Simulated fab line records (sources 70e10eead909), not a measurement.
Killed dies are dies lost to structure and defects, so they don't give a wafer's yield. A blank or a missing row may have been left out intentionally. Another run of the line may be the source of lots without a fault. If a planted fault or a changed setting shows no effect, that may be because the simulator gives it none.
Which tool did it? / flow nand-harc / Sampling: 11 lots, 33 wafers, 5 of 1302 route steps

WHAT THE GAUGES SHOWED, per wafer
NHARC_P_M1_CD_MEAS_16. Usual: cd-nm reads 129.9 nm (standard deviation 0.62).
lot=L948; measured=day 7 05:50; on=cd-sem-01; cd-nm (nm)=129.5 130.7 130.9; flag=
lot=L951; measured=day 8 07:54; on=cd-sem-02; cd-nm (nm)=130.6 130.9 130.6; flag=
lot=L955; measured=day 10 00:31; on=cd-sem-03; cd-nm (nm)=129.8 128.8 128.7; flag=
lot=L956; measured=day 10 16:28; on=cd-sem-01; cd-nm (nm)=129.1 129.8 130.3; flag=
lot=L957; measured=day 10 17:36; on=cd-sem-03; cd-nm (nm)=130.3 130.1 129.6; flag=
lot=L962; measured=day 12 19:18; on=cd-sem-02; cd-nm (nm)=130.4 130.6 131.6; flag=
lot=L963; measured=day 13 06:22; on=cd-sem-01; cd-nm (nm)=129.6 130.2 131.4; flag=
lot=L964; measured=day 13 15:14; on=cd-sem-03; cd-nm (nm)=129.5 130.8 130.3; flag=
lot=L965; measured=day 14 08:00; on=cd-sem-03; cd-nm (nm)=130.3 129.8 129.8; flag=
lot=L966; measured=day 14 13:44; on=cd-sem-03; cd-nm (nm)=130.8 130.7 129.9; flag=
lot=L969; measured=day 15 20:35; on=cd-sem-01; cd-nm (nm)=129.0 129.2 130.2; flag=

NHARC_END_SORT_01. Usual: for defect-limited-yield, 91 % with a standard deviation of 3; for killed-at-array, 56 with a standard deviation of 20; for killed-at-other, 1 with a standard deviation of 1.3; for killed-at-periphery, 3.5 with a standard deviation of 2.7; for killed-dies, 60 with a standard deviation of 20; for killed-open, 3.3 with a standard deviation of 1.6; for killed-short, 2.4 with a standard deviation of 1.5.
lot=L948; measured=day 25 04:04; on=prober-02; defect-limited-yield (%)=87 87 90; killed-at-array=82 81 59; killed-at-other=0 0 0; killed-at-periphery=3 8 8; killed-dies=85 89 67; killed-open=5 2 2; killed-short=2 3 2; flag=
lot=L951; measured=day 26 10:28; on=prober-02; defect-limited-yield (%)=95 91 91; killed-at-array=35 61 57; killed-at-other=0 0 1; killed-at-periphery=1 3 1; killed-dies=36 64 59; killed-open=5 5 3; killed-short=2 3 2; flag=
lot=L955; measured=day 28 00:50; on=prober-02; defect-limited-yield (%)=91 91 92; killed-at-array=53 61 50; killed-at-other=1 0 0; killed-at-periphery=4 3 1; killed-dies=58 64 51; killed-open=1 4 1; killed-short=3 4 3; flag=
lot=L956; measured=day 28 07:16; on=prober-02; defect-limited-yield (%)=0 0 94; killed-at-array=52 58 42; killed-at-other=2 5 0; killed-at-periphery=623 614 2; killed-dies=677 677 44; killed-open=6 5 4; killed-short=2 2 2; flag=OFF
lot=L957; measured=day 28 07:12; on=prober-01; defect-limited-yield (%)=90 94 0; killed-at-array=67 40 62; killed-at-other=0 0 0; killed-at-periphery=1 1 615; killed-dies=68 41 677; killed-open=2 1 4; killed-short=3 3 4; flag=OFF
lot=L962; measured=day 31 01:58; on=prober-02; defect-limited-yield (%)=82 84 89; killed-at-array=117 105 74; killed-at-other=2 0 1; killed-at-periphery=1 2 1; killed-dies=120 107 76; killed-open=3 4 4; killed-short=1 4 0; flag=
lot=L963; measured=day 31 01:58; on=prober-01; defect-limited-yield (%)=92 93 92; killed-at-array=53 44 45; killed-at-other=1 0 2; killed-at-periphery=1 1 4; killed-dies=55 45 51; killed-open=3 2 2; killed-short=2 5 3; flag=
lot=L964; measured=day 31 10:31; on=prober-02; defect-limited-yield (%)=96 95 95; killed-at-array=26 31 27; killed-at-other=0 0 0; killed-at-periphery=1 2 4; killed-dies=27 33 31; killed-open=2 3 4; killed-short=1 5 2; flag=
lot=L965; measured=day 32 04:40; on=prober-01; defect-limited-yield (%)=88 88 88; killed-at-array=75 73 80; killed-at-other=2 4 1; killed-at-periphery=6 4 0; killed-dies=83 81 81; killed-open=4 0 3; killed-short=2 1 2; flag=
lot=L966; measured=day 32 04:37; on=prober-02; defect-limited-yield (%)=93 93 94; killed-at-array=41 37 32; killed-at-other=1 2 0; killed-at-periphery=5 6 8; killed-dies=47 45 40; killed-open=4 3 2; killed-short=3 3 0; flag=
lot=L969; measured=day 33 13:04; on=prober-01; defect-limited-yield (%)=98 97 97; killed-at-array=12 15 16; killed-at-other=1 2 3; killed-at-periphery=1 2 2; killed-dies=14 19 21; killed-open=3 5 4; killed-short=1 2 3; flag=

EACH LOT AND THE TOOL THAT RAN IT (in order: tool; ch and the chambers of the sampled wafers; start)
lot=L948; NHARC_P_M1_ETCH_35=rie-diel-05 ch 1,2,3, day 7 05:38; NHARC_P_M1_ETCH_15=rie-diel-05 ch 0,1,2, day 7 05:43; NHARC_P_M1_STRIP_18=rie-diel-05 ch 1,3, day 7 05:55
lot=L951; NHARC_P_M1_ETCH_35=rie-diel-09 ch 0,1, day 8 07:39; NHARC_P_M1_ETCH_15=rie-diel-09 ch 0,2,3, day 8 07:46; NHARC_P_M1_STRIP_18=rie-diel-05 ch 1,3, day 8 08:00
lot=L955; NHARC_P_M1_ETCH_35=rie-diel-08 ch 1,2, day 10 00:17; NHARC_P_M1_ETCH_15=rie-diel-08 ch 2,3, day 10 00:23; NHARC_P_M1_STRIP_18=rie-diel-05 ch 1,2, day 10 00:35
lot=L956; NHARC_P_M1_ETCH_35=rie-diel-09 ch 0,3, day 10 16:15; NHARC_P_M1_ETCH_15=rie-diel-09 ch 1,2, day 10 16:21; NHARC_P_M1_STRIP_18=rie-diel-09 ch 1,2,3, day 10 16:36
lot=L957; NHARC_P_M1_ETCH_35=rie-diel-09 ch 0,2,3, day 10 17:23; NHARC_P_M1_ETCH_15=rie-diel-09 ch 0,2,3, day 10 17:28; NHARC_P_M1_STRIP_18=rie-diel-09 ch 0,1,3, day 10 17:40
lot=L962; NHARC_P_M1_ETCH_35=rie-diel-08 ch 0,1,2, day 12 19:05; NHARC_P_M1_ETCH_15=rie-diel-08 ch 0,1,2, day 12 19:11; NHARC_P_M1_STRIP_18=rie-diel-05 ch 0,1,3, day 12 19:26
lot=L963; NHARC_P_M1_ETCH_35=rie-diel-08 ch 0,1,3, day 13 06:09; NHARC_P_M1_ETCH_15=rie-diel-08 ch 1,2,3, day 13 06:14; NHARC_P_M1_STRIP_18=rie-diel-05 ch 0,2,3, day 13 06:27
lot=L964; NHARC_P_M1_ETCH_35=rie-diel-08 ch 0,2,3, day 13 15:01; NHARC_P_M1_ETCH_15=rie-diel-08 ch 1,3, day 13 15:06; NHARC_P_M1_STRIP_18=rie-diel-08 ch 2,3, day 13 15:18
lot=L965; NHARC_P_M1_ETCH_35=rie-diel-09 ch 1,3, day 14 07:47; NHARC_P_M1_ETCH_15=rie-diel-09 ch 0,1,3, day 14 07:52; NHARC_P_M1_STRIP_18=rie-diel-09 ch 0,1,2, day 14 08:06
lot=L966; NHARC_P_M1_ETCH_35=rie-diel-08 ch 1,2, day 14 13:31; NHARC_P_M1_ETCH_15=rie-diel-08 ch 0,1,3, day 14 13:37; NHARC_P_M1_STRIP_18=rie-diel-05 ch 1,2, day 14 13:48
lot=L969; NHARC_P_M1_ETCH_35=rie-diel-05 ch 1,2,3, day 15 20:23; NHARC_P_M1_ETCH_15=rie-diel-05 ch 0,1,3, day 15 20:28; NHARC_P_M1_STRIP_18=rie-diel-05 ch 0,2,3, day 15 20:40
- NHARC_P_M1_ETCH_35: etches the open film in N2/H2, target depth 40 nm, overetch 12 nm, time 43.94 s.
- NHARC_P_M1_ETCH_15: etches the open film in C4F8/Ar, target depth 182.5 nm, time 91.2 s.
- NHARC_P_M1_STRIP_18: strips in N2/H2.

AS READ BY THE TOOLS THEMSELVES (means over the sampled wafers that have a number; for cases with no such wafer, the mark the record gives instead)
NHARC_P_M1_ETCH_35. Usual: drypump-motor-current-A 5.5 A, standard deviation 0.32; oes-product-au 1.001 a.u., standard deviation 0.0073; rf-fwd-power-W 394.6 W, standard deviation 1.8; rf-vpp-V 430.6 V, standard deviation 2.7; showerhead-plenum-p-Torr 2.05 Torr, standard deviation 0.091; throttle-valve-pct 14.172 %, standard deviation 0.0095.
lot=L948; tool=rie-diel-05; drypump-motor-current-A (A)=5.7; oes-product-au (a.u.)=1.004; rf-fwd-power-W (W)=393.4; rf-vpp-V (V)=429.9; showerhead-plenum-p-Torr (Torr)=2.03; throttle-valve-pct (%)=14.172; flag=
lot=L951; tool=rie-diel-09; drypump-motor-current-A (A)=5.3; oes-product-au (a.u.)=0.996; rf-fwd-power-W (W)=394.3; rf-vpp-V (V)=431.5; showerhead-plenum-p-Torr (Torr)=2.07; throttle-valve-pct (%)=14.163; flag=
lot=L955; tool=rie-diel-08; drypump-motor-current-A (A)=5.8; oes-product-au (a.u.)=0.996; rf-fwd-power-W (W)=395.2; rf-vpp-V (V)=428.9; showerhead-plenum-p-Torr (Torr)=1.96; throttle-valve-pct (%)=14.174; flag=
lot=L956; tool=rie-diel-09; drypump-motor-current-A (A)=5.3; oes-product-au (a.u.)=1.004; rf-fwd-power-W (W)=391.7; rf-vpp-V (V)=433.1; showerhead-plenum-p-Torr (Torr)=2.11; throttle-valve-pct (%)=14.170; flag=
lot=L957; tool=rie-diel-09; drypump-motor-current-A (A)=5.4; oes-product-au (a.u.)=1.005; rf-fwd-power-W (W)=393.4; rf-vpp-V (V)=430.6; showerhead-plenum-p-Torr (Torr)=2.05; throttle-valve-pct (%)=14.171; flag=
lot=L962; tool=rie-diel-08; drypump-motor-current-A (A)=5.6; oes-product-au (a.u.)=1.000; rf-fwd-power-W (W)=395.9; rf-vpp-V (V)=429.3; showerhead-plenum-p-Torr (Torr)=2.02; throttle-valve-pct (%)=14.165; flag=
lot=L963; tool=rie-diel-08; drypump-motor-current-A (A)=5.5; oes-product-au (a.u.)=1.013; rf-fwd-power-W (W)=395.1; rf-vpp-V (V)=430.4; showerhead-plenum-p-Torr (Torr)=2.03; throttle-valve-pct (%)=14.172; flag=
lot=L964; tool=rie-diel-08; drypump-motor-current-A (A)=5.5; oes-product-au (a.u.)=1.005; rf-fwd-power-W (W)=396.1; rf-vpp-V (V)=430.2; showerhead-plenum-p-Torr (Torr)=2.05; throttle-valve-pct (%)=14.172; flag=
lot=L965; tool=rie-diel-09; drypump-motor-current-A (A)=5.4; oes-product-au (a.u.)=0.996; rf-fwd-power-W (W)=393.4; rf-vpp-V (V)=432.8; showerhead-plenum-p-Torr (Torr)=2.14; throttle-valve-pct (%)=14.169; flag=
lot=L966; tool=rie-diel-08; drypump-motor-current-A (A)=5.8; oes-product-au (a.u.)=0.998; rf-fwd-power-W (W)=394.6; rf-vpp-V (V)=427.6; showerhead-plenum-p-Torr (Torr)=1.94; throttle-valve-pct (%)=14.166; flag=
lot=L969; tool=rie-diel-05; drypump-motor-current-A (A)=5.7; oes-product-au (a.u.)=1.002; rf-fwd-power-W (W)=394.2; rf-vpp-V (V)=429.8; showerhead-plenum-p-Torr (Torr)=2.02; throttle-valve-pct (%)=14.165; flag=

NHARC_P_M1_ETCH_15. Usual: oes-product-au 0.949 a.u., standard deviation 0.023; rf-fwd-power-W 595.1 W, standard deviation 2.3; rf-vpp-V 441.1 V, standard deviation 2.6.
lot=L948; tool=rie-diel-05; oes-product-au (a.u.)=0.918; rf-fwd-power-W (W)=592.5; rf-vpp-V (V)=441.8; flag=
lot=L951; tool=rie-diel-09; oes-product-au (a.u.)=0.959; rf-fwd-power-W (W)=592.4; rf-vpp-V (V)=441.3; flag=
lot=L955; tool=rie-diel-08; oes-product-au (a.u.)=0.967; rf-fwd-power-W (W)=597.2; rf-vpp-V (V)=439.3; flag=
lot=L956; tool=rie-diel-09; oes-product-au (a.u.)=0.786; rf-fwd-power-W (W)=595.3; rf-vpp-V (V)=440.7; flag=OFF
lot=L957; tool=rie-diel-09; oes-product-au (a.u.)=0.879; rf-fwd-power-W (W)=591.9; rf-vpp-V (V)=441.9; flag=OFF
lot=L962; tool=rie-diel-08; oes-product-au (a.u.)=0.976; rf-fwd-power-W (W)=595.7; rf-vpp-V (V)=440.1; flag=
lot=L963; tool=rie-diel-08; oes-product-au (a.u.)=0.971; rf-fwd-power-W (W)=597.4; rf-vpp-V (V)=439.4; flag=
lot=L964; tool=rie-diel-08; oes-product-au (a.u.)=0.955; rf-fwd-power-W (W)=594.1; rf-vpp-V (V)=438.9; flag=
lot=L965; tool=rie-diel-09; oes-product-au (a.u.)=0.986; rf-fwd-power-W (W)=594.9; rf-vpp-V (V)=442.0; flag=
lot=L966; tool=rie-diel-08; oes-product-au (a.u.)=0.927; rf-fwd-power-W (W)=595.8; rf-vpp-V (V)=440.1; flag=
lot=L969; tool=rie-diel-05; oes-product-au (a.u.)=0.917; rf-fwd-power-W (W)=594.6; rf-vpp-V (V)=442.4; flag=

NHARC_P_M1_STRIP_18. Usual: drypump-motor-current-A 5.5 A, standard deviation 0.34; oes-product-au 1.001 a.u., standard deviation 0.0075; rf-fwd-power-W 997 W, standard deviation 3.3; rf-vpp-V 90.7 V, standard deviation 0.99; showerhead-plenum-p-Torr 2.05 Torr, standard deviation 0.094; throttle-valve-pct 14.171 %, standard deviation 0.0091.
lot=L948; tool=rie-diel-05; drypump-motor-current-A (A)=5.5; oes-product-au (a.u.)=0.999; rf-fwd-power-W (W)=996; rf-vpp-V (V)=90.7; showerhead-plenum-p-Torr (Torr)=2.10; throttle-valve-pct (%)=14.169; flag=
lot=L951; tool=rie-diel-05; drypump-motor-current-A (A)=5.9; oes-product-au (a.u.)=1.015; rf-fwd-power-W (W)=995; rf-vpp-V (V)=90.5; showerhead-plenum-p-Torr (Torr)=2.07; throttle-valve-pct (%)=14.170; flag=
lot=L955; tool=rie-diel-05; drypump-motor-current-A (A)=5.5; oes-product-au (a.u.)=0.992; rf-fwd-power-W (W)=998; rf-vpp-V (V)=90.4; showerhead-plenum-p-Torr (Torr)=1.97; throttle-valve-pct (%)=14.175; flag=
lot=L956; tool=rie-diel-09; drypump-motor-current-A (A)=5.4; oes-product-au (a.u.)=1.005; rf-fwd-power-W (W)=999; rf-vpp-V (V)=91.0; showerhead-plenum-p-Torr (Torr)=2.09; throttle-valve-pct (%)=14.172; flag=
lot=L957; tool=rie-diel-09; drypump-motor-current-A (A)=5.3; oes-product-au (a.u.)=1.001; rf-fwd-power-W (W)=996; rf-vpp-V (V)=90.0; showerhead-plenum-p-Torr (Torr)=2.11; throttle-valve-pct (%)=14.171; flag=
lot=L962; tool=rie-diel-05; drypump-motor-current-A (A)=5.5; oes-product-au (a.u.)=1.000; rf-fwd-power-W (W)=997; rf-vpp-V (V)=90.9; showerhead-plenum-p-Torr (Torr)=2.11; throttle-valve-pct (%)=14.169; flag=
lot=L963; tool=rie-diel-05; drypump-motor-current-A (A)=5.7; oes-product-au (a.u.)=0.996; rf-fwd-power-W (W)=998; rf-vpp-V (V)=90.1; showerhead-plenum-p-Torr (Torr)=2.03; throttle-valve-pct (%)=14.177; flag=
lot=L964; tool=rie-diel-08; drypump-motor-current-A (A)=5.6; oes-product-au (a.u.)=1.006; rf-fwd-power-W (W)=995; rf-vpp-V (V)=89.6; showerhead-plenum-p-Torr (Torr)=1.99; throttle-valve-pct (%)=14.176; flag=
lot=L965; tool=rie-diel-09; drypump-motor-current-A (A)=5.4; oes-product-au (a.u.)=1.009; rf-fwd-power-W (W)=998; rf-vpp-V (V)=90.5; showerhead-plenum-p-Torr (Torr)=2.04; throttle-valve-pct (%)=14.171; flag=
lot=L966; tool=rie-diel-05; drypump-motor-current-A (A)=5.3; oes-product-au (a.u.)=0.993; rf-fwd-power-W (W)=998; rf-vpp-V (V)=91.9; showerhead-plenum-p-Torr (Torr)=2.05; throttle-valve-pct (%)=14.171; flag=
lot=L969; tool=rie-diel-05; drypump-motor-current-A (A)=5.7; oes-product-au (a.u.)=0.997; rf-fwd-power-W (W)=998; rf-vpp-V (V)=90.8; showerhead-plenum-p-Torr (Torr)=2.03; throttle-valve-pct (%)=14.173; flag=

THE ANSWER, worked out from the rows above alone
Rule: a lot counts as off when the mean over its wafers that have a number is more than 3 standard deviations away from the usual mean. Also off: a lot with no number at a reading for which 4 or more lots have one. All remaining lots with rows at the step are treated as sound. First the gauges in route order, then the tools' own readings, where a lot's mean is used as printed above. The first step at which some lot is off is used, and at that step the reading that is off furthest; a lot without a number counts as furthest.
Off at NHARC_END_SORT_01 (killed-at-periphery): L956, L957.
If a tool, at a process step before that reading, ran all the lots that are off and no sound lot after the first of them, it fits. Not tried: the gauges at NHARC_END_SORT_01; whatever is off there is also off at NHARC_P_M1_ETCH_15, on other tools, and gauge error can't account for it. Of those tried, none fits.

WHAT WAS PUT IN BY THE SIMULATOR
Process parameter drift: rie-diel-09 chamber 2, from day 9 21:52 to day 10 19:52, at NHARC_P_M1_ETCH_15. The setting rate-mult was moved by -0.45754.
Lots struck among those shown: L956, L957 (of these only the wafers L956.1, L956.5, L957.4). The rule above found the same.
